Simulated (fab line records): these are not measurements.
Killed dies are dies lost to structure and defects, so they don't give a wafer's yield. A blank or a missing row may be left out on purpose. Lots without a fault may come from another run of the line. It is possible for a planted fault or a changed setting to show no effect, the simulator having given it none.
Chamber matching || flow n5 finfet || rie diel-01 running N5_SD_EPI_N_ETCH_16: 4 sister chambers
The step etches SiO2 in CHF3/O2, target depth 5 nm. 16 wafers are shown with their chamber, then 8 later ones without.

== WAFERS, EACH WITH ITS CHAMBER ==
{"wafer": "L078.2", "chamber": 0, "showerhead plenum p Torr (Torr)": 2.42, "rf vpp V (V)": 537, "throttle valve pct (%)": 18.96}
{"wafer": "L078.4", "chamber": 2, "showerhead plenum p Torr (Torr)": 2.32, "rf vpp V (V)": 525, "throttle valve pct (%)": 18.82}
{"wafer": "L078.6", "chamber": 1, "showerhead plenum p Torr (Torr)": 2.52, "rf vpp V (V)": 532, "throttle valve pct (%)": 18.80}
{"wafer": "L080.2", "chamber": 1, "showerhead plenum p Torr (Torr)": 2.52, "rf vpp V (V)": 531, "throttle valve pct (%)": 18.83}
{"wafer": "L080.3", "chamber": 0, "showerhead plenum p Torr (Torr)": 2.42, "rf vpp V (V)": 537, "throttle valve pct (%)": 18.95}
{"wafer": "L080.5", "chamber": 2, "showerhead plenum p Torr (Torr)": 2.32, "rf vpp V (V)": 525, "throttle valve pct (%)": 18.83}
{"wafer": "L081.1", "chamber": 1, "showerhead plenum p Torr (Torr)": 2.52, "rf vpp V (V)": 531, "throttle valve pct (%)": 18.82}
{"wafer": "L081.2", "chamber": 2, "showerhead plenum p Torr (Torr)": 2.31, "rf vpp V (V)": 524, "throttle valve pct (%)": 18.84}
{"wafer": "L081.5", "chamber": 0, "showerhead plenum p Torr (Torr)": 2.42, "rf vpp V (V)": 537, "throttle valve pct (%)": 18.95}
{"wafer": "L086.3", "chamber": 3, "showerhead plenum p Torr (Torr)": 2.35, "rf vpp V (V)": 506, "throttle valve pct (%)": 18.46}
{"wafer": "L086.4", "chamber": 2, "showerhead plenum p Torr (Torr)": 2.31, "rf vpp V (V)": 525, "throttle valve pct (%)": 18.83}
{"wafer": "L086.5", "chamber": 0, "showerhead plenum p Torr (Torr)": 2.41, "rf vpp V (V)": 537, "throttle valve pct (%)": 18.96}
{"wafer": "L090.2", "chamber": 0, "showerhead plenum p Torr (Torr)": 2.41, "rf vpp V (V)": 538, "throttle valve pct (%)": 18.96}
{"wafer": "L090.4", "chamber": 3, "showerhead plenum p Torr (Torr)": 2.35, "rf vpp V (V)": 505, "throttle valve pct (%)": 18.48}
{"wafer": "L090.5", "chamber": 2, "showerhead plenum p Torr (Torr)": 2.31, "rf vpp V (V)": 525, "throttle valve pct (%)": 18.83}
{"wafer": "L091.1", "chamber": 3, "showerhead plenum p Torr (Torr)": 2.35, "rf vpp V (V)": 506, "throttle valve pct (%)": 18.47}

SIGNATURES (averages over the wafers above)
{"reading": "showerhead plenum p Torr", "chamber 0": 2.4160, "chamber 1": 2.5200, "chamber 2": 2.3140, "chamber 3": 2.3500, "scatter within a chamber": 0.00447}
{"reading": "rf vpp V", "chamber 0": 537.20, "chamber 1": 531.33, "chamber 2": 524.80, "chamber 3": 505.67, "scatter within a chamber": 0.494}
{"reading": "throttle valve pct", "chamber 0": 18.9560, "chamber 1": 18.8167, "chamber 2": 18.8300, "chamber 3": 18.4700, "scatter within a chamber": 0.00907}
Rule: for a wafer and a chamber, the distance is found by dividing, reading by reading, the gap between the wafer's reading and the chamber's mean by the reading's scatter, squaring, summing and taking the root. If the next closest chamber is less than 2 further off than the closest, the wafer can't be placed; otherwise it belongs to the closest. The scatter is the square root of a quotient: the sum, over the shown wafers, of each reading's squared deviation from its chamber's mean, divided by wafers minus chambers.

== WAFERS MISSING THEIR CHAMBER ==
{"wafer": "L091.2", "showerhead plenum p Torr (Torr)": 2.41, "rf vpp V (V)": 537, "throttle valve pct (%)": 18.99}
{"wafer": "L091.4", "showerhead plenum p Torr (Torr)": 2.31, "rf vpp V (V)": 527, "throttle valve pct (%)": 18.85}
{"wafer": "L093.1", "showerhead plenum p Torr (Torr)": 2.51, "rf vpp V (V)": 532, "throttle valve pct (%)": 18.84}
{"wafer": "L093.5", "showerhead plenum p Torr (Torr)": 2.51, "rf vpp V (V)": 530, "throttle valve pct (%)": 18.82}
{"wafer": "L093.6", "showerhead plenum p Torr (Torr)": 2.41, "rf vpp V (V)": 537, "throttle valve pct (%)": 18.98}
{"wafer": "L097.1", "showerhead plenum p Torr (Torr)": 2.35, "rf vpp V (V)": 504, "throttle valve pct (%)": 18.47}
{"wafer": "L097.2", "showerhead plenum p Torr (Torr)": 2.41, "rf vpp V (V)": 538, "throttle valve pct (%)": 18.99}
{"wafer": "L097.4", "showerhead plenum p Torr (Torr)": 2.31, "rf vpp V (V)": 526, "throttle valve pct (%)": 18.85}

== EACH ONE'S CHAMBER ==
{"wafer": "L091.2", "from the rows above": 0, "in truth": 0}
{"wafer": "L091.4", "from the rows above": 2, "in truth": 2}
{"wafer": "L093.1", "from the rows above": 1, "in truth": 1}
{"wafer": "L093.5", "from the rows above": 1, "in truth": 1}
{"wafer": "L093.6", "from the rows above": 0, "in truth": 0}
{"wafer": "L097.1", "from the rows above": 3, "in truth": 3}
{"wafer": "L097.2", "from the rows above": 0, "in truth": 0}
{"wafer": "L097.4", "from the rows above": 2, "in truth": 2}
Placed correctly: 8 of 8. Not placeable from these rows: 0. Wrongly placed: 0.
